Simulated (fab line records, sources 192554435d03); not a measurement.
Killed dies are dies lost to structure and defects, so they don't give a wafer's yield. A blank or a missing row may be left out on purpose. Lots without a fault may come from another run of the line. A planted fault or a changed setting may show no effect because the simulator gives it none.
Split-lot experiment | flow n5_finfet | 7 lots, 39 wafers read, on a route of 1938 steps

THE SPLIT
At N5_MOL_CONTACT_COAG_ETCH_110 (etches Si in CF4/O2, target depth 2.5 nm, time 8 s), the setting source_w was moved away from the recipe's 200 W on 12 of the 39 wafers read, by -16.5% to +6.8%. The other wafers ran this setting at the recipe's value.

The reading is taken at the split's own step.

THE READING
rf_vpp_V, in V, at N5_MOL_CONTACT_COAG_ETCH_110 (etches Si in CF4/O2, target depth 2.5 nm, time 8 s). Fault-free wafers of this fab line usually give 128.2 V, standard deviation 1.2 V.

wafer  | tool, chamber at the split | source_w as run, W | against the recipe | rf_vpp_V, V | against lot-mates on the recipe
L078.1 | rie_diel-06, 0             | 213.6              | +6.8%              | 120.9       | -7.6
L078.2 | rie_diel-06, 2             | 200                | recipe             | 129.4       | -
L078.3 | rie_diel-06, 3             | 213.6              | +6.8%              | 123.5       | -5.0
L078.4 | rie_diel-06, 0             | 200                | recipe             | 127.3       | -
L078.5 | rie_diel-06, 3             | 200                | recipe             | 128.8       | -
L078.6 | rie_diel-06, 2             | 213.6              | +6.8%              | 123.1       | -5.4
L080.1 | rie_diel-06, 1             | 167                | -16.5%             | 144.3       | +16.1
L080.2 | rie_diel-06, 0             | 167                | -16.5%             | 142.0       | +13.8
L080.3 | rie_diel-06, 2             | 200                | recipe             | 128.3       | -
L080.4 | rie_diel-06, 3             | 167                | -16.5%             | 143.3       | +15.1
L080.5 | rie_diel-06, 1             | 200                | recipe             | 128.0       | -
L080.6 | rie_diel-06, 0             | 200                | recipe             | 128.2       | -
L082.1 | rie_diel-06, 2             | 200                | recipe             | 130.3       | -
L082.2 | rie_diel-06, 1             | 200                | recipe             | 128.5       | -
L082.3 | rie_diel-06, 0             | 210.1              | +5.0%              | 123.9       | -5.8
L082.4 | rie_diel-06, 3             | 210.1              | +5.0%              | 125.6       | -4.1
L082.5 | rie_diel-06, 1             | 200                | recipe             | 130.4       | -
L082.6 | rie_diel-06, 2             | 210.1              | +5.0%              | 124.2       | -5.5
L083.1 | rie_diel-05, 1             | 200                | recipe             | 128.4       | -
L083.2 | rie_diel-05, 0             | 200                | recipe             | 126.9       | -
L083.3 | rie_diel-05, 2             | 200                | recipe             | 130.3       | -
L083.4 | rie_diel-05, 3             | 200                | recipe             | 128.4       | -
L083.5 | rie_diel-05, 3             | 200                | recipe             | 129.9       | -
L083.6 | rie_diel-05, 0             | 200                | recipe             | 127.0       | -
L086.1 | rie_diel-05, 0             | 200                | recipe             | 125.8       | -
L086.2 | rie_diel-05, 1             | 200                | recipe             | 128.2       | -
L086.3 | rie_diel-05, 2             | 184.6              | -7.7%              | 135.3       | +7.7
L086.4 | rie_diel-05, 3             | 200                | recipe             | 128.9       | -
L086.5 | rie_diel-05, 3             | 184.6              | -7.7%              | 135.8       | +8.2
L086.6 | rie_diel-05, 2             | 184.6              | -7.7%              | 137.6       | +10.0
L087.1 | rie_diel-05, 0             | 200                | recipe             | 126.6       | -
L087.2 | rie_diel-05, 2             | 200                | recipe             | 130.6       | -
L087.3 | rie_diel-05, 3             | 200                | recipe             | 127.4       | -
L087.4 | rie_diel-05, 0             | 200                | recipe             | 126.5       | -
L087.5 | rie_diel-05, 2             | 200                | recipe             | 129.3       | -
L087.6 | rie_diel-05, 3             | 200                | recipe             | 126.9       | -
L093.1 | rie_diel-06, 1             | 200                | recipe             | 127.3       | -
L093.5 | rie_diel-06, 3             | 200                | recipe             | 127.1       | -
L093.6 | rie_diel-06, 2             | 200                | recipe             | 129.0       | -

THE FIT
A straight line over all 39 wafers: rf_vpp_V changes by -0.901 V for each +1% of source_w; r = -0.97; the points scatter about the line by 1.3 V.
The same after taking each lot's own level away (the mean of its wafers on the recipe; 39 wafers): -0.943 V for each +1%; r = -0.97; scatter 1.2 V.
On that fit, the largest move of source_w shifts the reading by 16 V.
The lots' own levels span 127.63 to 129.73 V, that is 1.8 times the standard deviation above.
So the lot-to-lot level changes the slope little: the two slopes agree.
Check: with one of the wafers moved furthest among these (-16.5%) left out of the fit, the line predicts +15.5 V for it against its lot-mates. It came out at +16.1 V against them.
Tool readings at the split's step, against how far the setting was moved: rf_vpp_V r = -0.97.

OTHER SPLITS ON THESE WAFERS
These wafers also went through other splits before the reading. Each is held against what the fit with the lots' levels taken away leaves over:
other split on the same wafers       | wafers away from the commonest value | r with rf_vpp_V (lot level and that fit taken away)
N5_DUMMY_GATE_ETCH_32 time_s         | 15                                   | +0.03
N5_DUMMY_GATE_ETCH_44 target_depth_a | 15                                   | -0.07
N5_GATE_CUT_CUT_ETCH_54 icp_w        | 9                                    | -0.07

THE WHOLE CHAIN: every reading that the file lists as answering this split, in the file's order
step                         | what it does                                       | reading                                                        | change (the file's fit)                | r (the file's)
N5_MOL_CONTACT_COAG_ETCH_110 | etches Si in CF4/O2, target depth 2.5 nm, time 8 s | rf_vpp_V                                                       | -0.945 V for each +1% of the setting   | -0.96
N5_MOL_CONTACT_COAG_ETCH_110 | etches Si in CF4/O2, target depth 2.5 nm, time 8 s | etch.depth_nm (the simulator's own value, which no gauge read) | +0.0211 nm for each +1% of the setting | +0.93

THE FILE'S OWN FIT
rf_vpp_V changes by -0.945 V for each +1% of source_w, r = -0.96.
